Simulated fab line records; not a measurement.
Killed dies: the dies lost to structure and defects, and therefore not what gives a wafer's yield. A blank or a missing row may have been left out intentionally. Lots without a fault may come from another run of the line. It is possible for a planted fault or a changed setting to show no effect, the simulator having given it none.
A lot that was struck, set against a sound lot | flow n5_finfet | 43 steps out of a route of 1938
Sound: the wafers L468.2, L468.4, L468.6. The struck wafers were L470.1, L470.3, L470.4. At the end, the cause is stated.
At each step with rows: each side's tool, then ch and its chambers, then its first start. Under that, the readings that differ: sound wafers | struck wafers | difference of the means | sigmas: that difference in standard deviations of wafers without a fault.
alike: readings whose means differ by less than 2 such deviations, and words and numbers that are the same on both sides. not compared: withheld readings, readings that some wafer has no value for, bounds like >300 that may hide the same value, and numbers for which the record gives no deviation and whose values overlap.
Wherever a step has rows on one side only, a row that says differs or no value, or a row with sigmas, the two part there. Non-overlapping numbers with no deviation appear without sigmas and do not part them. Lack of a reading on every wafer of one side parts them only where that side has two or more wafers.

first, 7 steps without rows for these wafers: N5_WELL_APT_COAT_02 (resist thk 950 nm); N5_WELL_APT_EBR_04; N5_WELL_APT_SOFTBAKE_03 (time 60 s); N5_WELL_APT_EXPOSE_05 (exposes mask NWELL, defocus 0 nm, target cd 200 nm); N5_WELL_APT_PEB_06 (peb time 90 s); N5_WELL_APT_DEVELOP_07 (develop time 45 s); N5_WELL_APT_HARDBAKE_12 (time 120 s).
N5_WELL_APT_CD_MEAS_08 targets a cd of 200 nm.
  sound on cd_sem-02 ch 0, day 2 19:41; struck on cd_sem-01 ch 0, day 3 07:59
  alike: cd_nm
N5_WELL_APT_OVL_MEAS_09:
  sound on overlay-01 ch 0, day 2 19:43; struck on overlay-01 ch 0, day 3 08:01
  alike: NWELL_OVL
N5_WELL_APT_INSPECT_10: inspects for defects (macro).
  struck on defect_inspect-02, day 3 08:02; sound on defect_inspect-02, day 2 19:44
  alike: raw_defect_count
N5_WELL_APT_DESCUM_13: chemistry O2, time 7.9 s.
  sound on rie_diel-06 ch 0,1,3, day 2 19:46; struck on rie_diel-06 ch 1,2,3, day 3 08:05
  alike: drypump_motor_current_A, oes_product_au, rf_vpp_V, showerhead_plenum_p_Torr, throttle_valve_pct
  not compared: rf_hours_counter_h
after that, 1 step had no rows for these wafers: N5_WELL_APT_IMPLANT_14.
N5_WELL_APT_IMPLANT_15:
  sound on implanter-01 ch 0, day 2 20:05; struck on implanter-02 ch 0, day 3 08:22
  reading            | sound                            | struck                        | difference | sigmas
  dose_ions_cm2      | 1.4991e+13 1.4981e+13 1.4994e+13 | 9.027e+12 9.031e+12 9.017e+12 | -5.964e+12 | -99 or more
  faraday_current_uA | 188 183 191                      | 112 114 118                   | -73        | -19
then, 9 steps without rows for these wafers: N5_WELL_APT_STRIP_16 (strips in SPM, time 900 s); N5_WELL_APT_HMDS_18 (time 60 s); N5_WELL_APT_COAT_19 (resist thk 950 nm); N5_WELL_APT_EBR_21; N5_WELL_APT_SOFTBAKE_20 (time 60 s); N5_WELL_APT_EXPOSE_22 (exposes mask PWELL, defocus 0 nm, target cd 200 nm); N5_WELL_APT_PEB_23 (peb time 90 s); N5_WELL_APT_DEVELOP_24 (develop time 45 s); N5_WELL_APT_HARDBAKE_29 (time 120 s).
N5_WELL_APT_CD_MEAS_25 targets a cd of 200 nm.
  sound on cd_sem-03 ch 0, day 2 20:56; struck on cd_sem-01 ch 0, day 3 09:08
  alike: cd_nm
N5_WELL_APT_OVL_MEAS_26:
  sound on overlay-01 ch 0, day 2 20:59; struck on overlay-02 ch 0, day 3 09:10
  alike: PWELL_OVL
N5_WELL_APT_INSPECT_27: inspects for defects (macro).
  struck on defect_inspect-01, day 3 09:11; sound on defect_inspect-02, day 2 21:01
  alike: raw_defect_count
N5_WELL_APT_DESCUM_30: chemistry O2, time 7.9 s.
  sound on rie_diel-06 ch 0,1, day 2 21:09; struck on rie_diel-06 ch 0,2,3, day 3 09:29
  alike: drypump_motor_current_A, oes_product_au, rf_vpp_V, showerhead_plenum_p_Torr, throttle_valve_pct
  not compared: rf_hours_counter_h
then, 3 steps without rows for these wafers: N5_WELL_APT_IMPLANT_31; N5_WELL_APT_IMPLANT_32; N5_WELL_APT_STRIP_33 (strips in SPM, time 900 s).
N5_WELL_APT_RTA_34: time 10 s.
  sound on rtp_anneal-02 ch 0, day 2 21:56; struck on rtp_anneal-02 ch 0, day 3 10:19
  alike: lamp_power_pct, lamp_zone_2_pct, lamp_zone_5_pct, wafer_temp_C_max
then, 4 steps without rows for these wafers: N5_WELL_APT_OXIDE_STRIP_42 (strips SiO2 in dHF, time 45 s, target depth 12 nm); N5_WELL_APT_PRECLEAN_36 (cleans in O3/DIW, time 45 s); N5_WELL_APT_PRECLEAN_39 (cleans in dHF, time 60 s); N5_WELL_APT_SRD_37 (time 30 s).
N5_WELL_APT_EPI_41: deposits Si from SiH4/H2, target thk 50 nm, time 297.7 s.
  sound on epi_rpcvd-04 ch 0, day 2 22:15; struck on epi_rpcvd-02 ch 0, day 3 10:34
  alike: throttle_valve_pct
N5_WELL_APT_INSPECT_38: inspects for defects (darkfield).
  struck on defect_inspect-02, day 3 11:23; sound on defect_inspect-01, day 2 22:47
  alike: raw_defect_count
N5_PMOS_HMC_CHANNEL_EPI_HM_DEP_34: deposits SiO2 from TEOS/O2, target thk 36 nm, time 6.9 s.
  sound on pecvd-02 ch 0,1, day 2 22:49; struck on pecvd-02 ch 0,1,2, day 3 11:26
  alike: heater_power_w, showerhead_plenum_p_Torr, throttle_valve_pct
then, 5 steps without rows for these wafers: N5_PMOS_HMC_CHANNEL_EPI_COAT_31 (time 60 s, resist thk 66 nm); N5_PMOS_HMC_CHANNEL_EPI_COAT_03 (resist thk 205 nm); N5_PMOS_HMC_CHANNEL_EPI_EBR_05; N5_PMOS_HMC_CHANNEL_EPI_SOFTBAKE_04 (time 60 s); N5_PMOS_HMC_CHANNEL_EPI_EXPOSE_06 (exposes mask PMOS HMC BLK, target cd 240 nm).
-- a jump in the record: the struck wafers' starts before and after are 6 days apart (it breaks off in module PMOS_HMC_CHANNEL_EPI and resumes in module BEOL_M4, where the first step shown is number 1111 of the route) --
N5_BEOL_M4_RC_MEAS_101:
  sound on prober-02 ch 0, day 9 07:52; struck on prober-02 ch 0, day 9 13:16
  reading        | sound          | struck         | difference | sigmas
  CJ_P           | 5.86 5.99 5.82 | 4.43 4.27 4.37 | -1.53      | -11
  DIBL_P (mV/V)  | 30.0 35.8 31.9 | 37.1 36.8 37.8 | +4.7       | +2
  IOFF_P (nA/um) | 0.14 0.21 0.17 | 0.26 0.26 0.28 | +0.09      | +3
  SS_P (mV/dec)  | 71.4 72.9 72.5 | 73.9 73.4 74.3 | +1.6       | +2
  alike: DIBL_N, IOFF_N, ION_N, ION_P, SS_N, VT_N, VT_P

## WHERE THEY PART
Earliest at N5_WELL_APT_IMPLANT_15; latest, in this record, at N5_BEOL_M4_RC_MEAS_101.

WHY: the cause the simulator had injected
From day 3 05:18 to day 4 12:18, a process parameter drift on implanter-02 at N5_WELL_APT_IMPLANT_15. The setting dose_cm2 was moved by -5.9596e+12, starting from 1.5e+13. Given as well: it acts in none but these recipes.
